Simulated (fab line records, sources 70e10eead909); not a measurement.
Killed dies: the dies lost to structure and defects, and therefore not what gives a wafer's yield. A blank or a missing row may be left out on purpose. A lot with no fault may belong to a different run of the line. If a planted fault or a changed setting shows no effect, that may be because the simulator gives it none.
The tool behind it: which one?	flow nand-harc	24 lots with 72 wafers sampled at 6 steps, on a route of 1159 steps

WHAT EACH GAUGE READ, for each wafer
NHARC_P_GATE_CD_MEAS_91 targets a cd of 2000 nm.
lot	measured	on	cd-nm (nm)
L074	day 5 01:04	cd-sem-01	2000.8 2003.6 1997.2
L075	day 5 16:30	cd-sem-01	1999.1 1997.2 1997.8
L077	day 5 18:43	cd-sem-01	2001.8 2000.8 1999.2
L076	day 5 19:16	cd-sem-02	1997.5 1993.8 1997.7
L079	day 6 08:01	cd-sem-03	2003.7 1996.7 2004.2
L078	day 6 08:13	cd-sem-01	2000.5 2003.2 2003.0
L080	day 7 00:10	cd-sem-01	2002.7 2000.0 2001.2
L081	day 7 03:05	cd-sem-01	1996.4 2002.3 2002.5
L082	day 7 10:32	cd-sem-02	1998.6 1993.7 1999.2
L084	day 7 20:47	cd-sem-01	2002.0 2003.4 2004.4
L083	day 7 21:17	cd-sem-02	2000.2 2003.8 1997.5
L085	day 8 19:01	cd-sem-01	1996.8 2000.4 1998.1
L087	day 8 19:38	cd-sem-01	1999.4 2002.0 2003.4
L086	day 8 20:32	cd-sem-03	2000.1 2000.4 2000.9
L088	day 9 04:58	cd-sem-03	2001.3 1998.8 1999.5
L089	day 9 12:14	cd-sem-03	2002.5 2002.5 2003.6
L090	day 9 13:00	cd-sem-02	1996.9 1998.6 1998.7
L091	day 9 17:13	cd-sem-02	2002.4 1998.2 2001.5
L092	day 9 18:26	cd-sem-02	1998.4 1998.9 2001.7
L093	day 10 08:16	cd-sem-02	2002.3 2000.3 1998.7
L095	day 10 08:36	cd-sem-01	1998.9 1993.6 1999.5
L094	day 10 08:51	cd-sem-02	1999.3 2004.7 2002.2
L096	day 10 18:13	cd-sem-01	2001.7 1996.1 2001.9
L097	day 11 00:00	cd-sem-01	1997.7 1997.8 1994.6

NHARC_P_CONTACT_CD_MEAS_19.
lot	measured	on	cd-nm (nm)
L074	day 5 08:52	cd-sem-03	89.8 91.2 90.3
L075	day 5 22:29	cd-sem-03	89.5 85.8 86.9
L077	day 6 00:32	cd-sem-03	89.5 88.5 87.8
L076	day 6 01:22	cd-sem-01	92.2 89.2 87.9
L079	day 6 13:46	cd-sem-01	90.1 89.7 89.5
L078	day 6 14:59	cd-sem-01	87.6 88.9 88.4
L080	day 7 06:20	cd-sem-01	91.5 90.9 90.3
L081	day 7 08:46	cd-sem-03	91.1 89.3 89.6
L082	day 7 16:29	cd-sem-03	90.3 92.0 89.6
L084	day 8 02:24	cd-sem-02	88.9 94.6 92.1
L083	day 8 03:15	cd-sem-01	89.8 89.5 86.6
L085	day 9 01:11	cd-sem-02	90.9 89.7 88.4
L087	day 9 02:43	cd-sem-02	90.1 91.5 89.8
L086	day 9 03:04	cd-sem-02	88.2 90.0 90.3
L088	day 9 10:47	cd-sem-01	89.0 91.5 90.9
L089	day 9 18:19	cd-sem-01	90.8 91.0 91.6
L090	day 9 19:10	cd-sem-01	92.2 92.8 89.3
L091	day 9 23:04	cd-sem-01	89.5 91.3 91.1
L092	day 10 00:12	cd-sem-01	89.4 93.3 89.5
L093	day 10 13:58	cd-sem-01	86.8 90.0 91.0
L095	day 10 14:43	cd-sem-03	91.3 91.5 92.2
L094	day 10 15:04	cd-sem-03	88.2 85.3 88.6
L096	day 10 23:57	cd-sem-03	84.3 82.8 92.8
L097	day 11 05:44	cd-sem-01	88.9 85.3 84.2

NHARC_P_CONTACT_INSPECT_27.
lot	measured	on	raw-defect-count
L074	day 5 11:09	defect-inspect-01	300 456 326
L075	day 6 05:49	defect-inspect-02	391 288 356
L077	day 6 09:11	defect-inspect-02	168 228 176
L076	day 6 09:43	defect-inspect-01	451 335 252
L079	day 6 19:39	defect-inspect-02	360 534 242
L078	day 6 20:00	defect-inspect-01	244 169 272
L080	day 7 08:35	defect-inspect-02	515 499 391
L081	day 7 11:01	defect-inspect-01	423 200 184
L082	day 7 21:27	defect-inspect-01	353 298 257
L084	day 8 12:16	defect-inspect-01	115 283 238
L083	day 8 12:47	defect-inspect-02	367 233 352
L085	day 9 03:47	defect-inspect-01	270 287 419
L087	day 9 09:22	defect-inspect-01	246 248 363
L086	day 9 09:54	defect-inspect-02	284 218 379
L088	day 9 13:01	defect-inspect-01	188 330 278
L089	day 10 01:01	defect-inspect-02	219 290 270
L090	day 10 02:18	defect-inspect-02	378 401 315
L091	day 10 04:47	defect-inspect-01	506 330 185
L092	day 10 05:01	defect-inspect-01	487 424 269
L093	day 10 16:12	defect-inspect-02	195 237 588
L095	day 10 16:58	defect-inspect-01	547 321 531
L094	day 10 17:19	defect-inspect-02	461 718 697
L096	day 11 04:41	defect-inspect-01	161 269 254
L097	day 11 08:00	defect-inspect-02	182 432 167

NHARC_P_M0_CD_MEAS_16.
lot	measured	on	cd-nm (nm)
L074	day 5 12:25	cd-sem-02	89.7 88.9 89.2
L075	day 6 07:13	cd-sem-03	90.3 88.4 89.1
L077	day 6 10:27	cd-sem-03	89.6 88.1 89.8
L076	day 6 11:08	cd-sem-01	90.0 89.1 91.0
L079	day 6 21:02	cd-sem-01	90.0 88.4 88.8
L078	day 6 21:23	cd-sem-03	91.4 90.8 90.9
L080	day 7 09:58	cd-sem-01	88.9 89.2 88.2
L081	day 7 12:26	cd-sem-02	88.0 88.7 89.6
L082	day 7 22:52	cd-sem-02	90.5 90.9 89.8
L084	day 8 13:35	cd-sem-01	89.2 88.2 89.0
L083	day 8 14:10	cd-sem-02	91.5 89.2 88.7
L085	day 9 05:10	cd-sem-03	89.3 88.2 90.6
L087	day 9 10:37	cd-sem-03	89.7 89.4 89.1
L086	day 9 11:17	cd-sem-01	89.8 90.9 91.0
L088	day 9 14:37	cd-sem-02	90.9 89.6 89.5
L089	day 10 02:24	cd-sem-03	89.8 89.3 90.2
L090	day 10 03:44	cd-sem-02	88.8 89.5 89.8
L091	day 10 06:10	cd-sem-02	89.8 90.3 88.0
L092	day 10 06:24	cd-sem-02	89.1 90.9 90.2
L093	day 10 17:37	cd-sem-01	89.1 88.1 89.4
L095	day 10 18:23	cd-sem-02	90.0 89.0 89.2
L094	day 10 18:47	cd-sem-03	90.4 89.7 88.7
L096	day 11 06:07	cd-sem-03	87.0 88.0 88.7
L097	day 11 09:18	cd-sem-01	91.1 90.2 90.0

TOOL THAT RAN EACH LOT (tool first, then ch and the chambers of the sampled wafers, then the start)
lot	NHARC_P_GATE_DESCUM_93	NHARC_P_CONTACT_DESCUM_17
L074	rie-diel-10 ch 1,2,3, day 5 01:15	rie-diel-01 ch 2,3, day 5 05:58
L075	rie-diel-09 ch 0,3, day 5 16:41	rie-diel-08 ch 0,1,2, day 5 21:36
L077	rie-diel-07 ch 0,2,3, day 5 18:52	rie-diel-08 ch 0,1,2, day 5 23:40
L076	rie-diel-07 ch 1,2,3, day 5 19:26	rie-diel-03 ch 0,3, day 6 00:07
L079	rie-diel-07 ch 0,1,3, day 6 08:11	rie-diel-03 ch 0,1,3, day 6 12:54
L078	rie-diel-07 ch 0,1,3, day 6 08:23	rie-diel-03 ch 0,1,3, day 6 13:46
L080	rie-diel-10 ch 1,2, day 7 00:20	rie-diel-01 ch 0,2, day 7 05:28
L081	rie-diel-09 ch 0,1, day 7 03:16	rie-diel-01 ch 0,1,2, day 7 07:53
L082	rie-diel-10 ch 0,2, day 7 10:41	rie-diel-03 ch 1,2,3, day 7 15:38
L084	rie-diel-09 ch 0,3, day 7 20:56	rie-diel-08 ch 0,2,3, day 8 01:32
L083	rie-diel-09 ch 0,3, day 7 21:28	rie-diel-03 ch 1,2,3, day 8 02:23
L085	rie-diel-10 ch 0,1,2, day 8 19:11	rie-diel-03 ch 0,1,2, day 9 00:19
L087	rie-diel-07 ch 1,2, day 8 19:48	rie-diel-03 ch 0,2,3, day 9 01:25
L086	rie-diel-07 ch 0,1,3, day 8 20:44	rie-diel-08 ch 0,1,3, day 9 02:11
L088	rie-diel-09 ch 2,3, day 9 05:08	rie-diel-08 ch 0,3, day 9 09:55
L089	rie-diel-07 ch 0,2, day 9 12:24	rie-diel-03 ch 0,3, day 9 17:26
L090	rie-diel-07 ch 0,1, day 9 13:10	rie-diel-08 ch 0,1, day 9 18:17
L091	rie-diel-09 ch 0,1, day 9 17:22	rie-diel-03 ch 0,2,3, day 9 21:59
L092	rie-diel-07 ch 0,2,3, day 9 18:36	rie-diel-08 ch 0,2,3, day 9 23:20
L093	rie-diel-07 ch 0,3, day 10 08:26	rie-diel-03 ch 0,3, day 10 13:06
L095	rie-diel-07 ch 0,1,3, day 10 08:49	rie-diel-08 ch 0,3, day 10 13:43
L094	rie-diel-07 ch 0,2,3, day 10 09:01	rie-diel-03 ch 0,2,3, day 10 14:12
L096	rie-diel-09 ch 1,2,3, day 10 18:23	rie-diel-03 ch 0,2,3, day 10 23:06
L097	rie-diel-07 ch 0,3, day 11 00:10	rie-diel-03 ch 1,3, day 11 04:52
- NHARC_P_GATE_DESCUM_93: chemistry O2, time 3 s.
- NHARC_P_CONTACT_DESCUM_17: chemistry O2, time 3 s.

WHAT THE TOOLS THEMSELVES READ (means of the sampled wafers that have a number; where no wafer has one, the mark that the record gives instead)
NHARC_P_GATE_DESCUM_93.
lot	tool	drypump-motor-current-A (A)	oes-product-au (a.u.)	rf-vpp-V (V)	showerhead-plenum-p-Torr (Torr)	throttle-valve-pct (%)
L074	rie-diel-10	5.8	0.990	57.7	1.84	11.310
L075	rie-diel-09	5.4	1.014	58.3	2.01	11.312
L077	rie-diel-07	5.9	1.000	57.3	1.92	11.311
L076	rie-diel-07	5.9	1.003	57.7	1.88	11.308
L079	rie-diel-07	6.2	0.994	57.3	1.95	11.311
L078	rie-diel-07	6.2	0.992	58.3	1.95	11.311
L080	rie-diel-10	6.0	0.999	57.8	1.89	11.300
L081	rie-diel-09	5.8	1.004	57.5	1.96	11.307
L082	rie-diel-10	6.4	0.992	56.6	1.82	11.303
L084	rie-diel-09	5.7	1.008	58.3	2.00	11.316
L083	rie-diel-09	5.4	1.017	58.1	2.01	11.313
L085	rie-diel-10	6.2	0.995	57.6	1.98	11.300
L087	rie-diel-07	6.0	1.001	58.1	1.86	11.305
L086	rie-diel-07	6.2	0.996	58.6	1.94	11.312
L088	rie-diel-09	5.6	1.006	58.5	2.05	11.306
L089	rie-diel-07	5.8	0.990	57.5	1.87	11.306
L090	rie-diel-07	6.3	0.973	57.2	1.96	11.307
L091	rie-diel-09	5.8	0.986	58.0	1.95	11.313
L092	rie-diel-07	5.9	0.995	58.8	1.91	11.310
L093	rie-diel-07	6.2	0.985	58.8	1.98	11.301
L095	rie-diel-07	6.2	0.996	58.0	1.94	11.310
L094	rie-diel-07	5.9	0.996	58.6	1.91	11.319
L096	rie-diel-09	5.5	1.001	58.0	2.01	11.312
L097	rie-diel-07	6.2	0.974	57.9	1.98	11.315

NHARC_P_CONTACT_DESCUM_17.
lot	tool	drypump-motor-current-A (A)	oes-product-au (a.u.)	rf-vpp-V (V)	showerhead-plenum-p-Torr (Torr)	throttle-valve-pct (%)
L074	rie-diel-01	5.8	0.994	58.8	1.94	11.308
L075	rie-diel-08	5.9	1.014	56.8	1.91	11.314
L077	rie-diel-08	5.9	1.013	57.9	1.91	11.313
L076	rie-diel-03	5.3	0.988	58.6	1.90	11.309
L079	rie-diel-03	5.6	1.012	57.9	1.86	11.320
L078	rie-diel-03	5.6	0.999	57.7	1.86	11.303
L080	rie-diel-01	5.6	0.997	58.5	1.94	11.307
L081	rie-diel-01	5.7	0.998	58.6	1.93	11.314
L082	rie-diel-03	5.5	1.005	58.4	1.85	11.311
L084	rie-diel-08	5.7	1.001	57.0	1.89	11.303
L083	rie-diel-03	5.5	1.001	57.1	1.85	11.303
L085	rie-diel-03	5.9	1.004	57.0	1.82	11.319
L087	rie-diel-03	5.6	0.992	57.8	1.87	11.309
L086	rie-diel-08	6.0	0.993	57.8	1.92	11.308
L088	rie-diel-08	6.1	0.997	58.6	1.95	11.308
L089	rie-diel-03	5.3	0.981	56.9	1.90	11.315
L090	rie-diel-08	6.3	1.002	58.1	1.97	11.307
L091	rie-diel-03	5.6	0.997	57.9	1.87	11.311
L092	rie-diel-08	5.7	0.999	58.0	1.89	11.315
L093	rie-diel-03	5.3	0.986	58.3	1.90	11.308
L095	rie-diel-08	5.7	0.997	57.8	1.90	11.311
L094	rie-diel-03	5.6	0.991	58.1	1.87	11.315
L096	rie-diel-03	5.6	0.993	58.1	1.87	11.316
L097	rie-diel-03	5.4	1.013	57.4	1.83	11.320

THE ANSWER, worked out from the rows above alone
Rule: the usual values come from the lots themselves. Put in order of their means at a reading, lots are off if they are a third of the lots or fewer, leave a main group of 4 or more, and stand apart from it by a gap of 3 or more times the standard deviation of the main group's means; of several such gaps the widest counts. Not used: any main group whose means are identical at the precision the tables above print for the reading. A lot without any number at a reading at which 4 lots or more have one is off too. Any other lot the step has rows for is counted as sound. First the gauges in route order, then the tools' own readings, where a lot's mean is used as printed above. The first step at which some lot is off is used, and at that step the reading that is off furthest; a lot without a number counts as furthest.
No lot is off on any of the readings shown, so nothing can be concluded from this.

WHAT WAS PUT IN BY THE SIMULATOR
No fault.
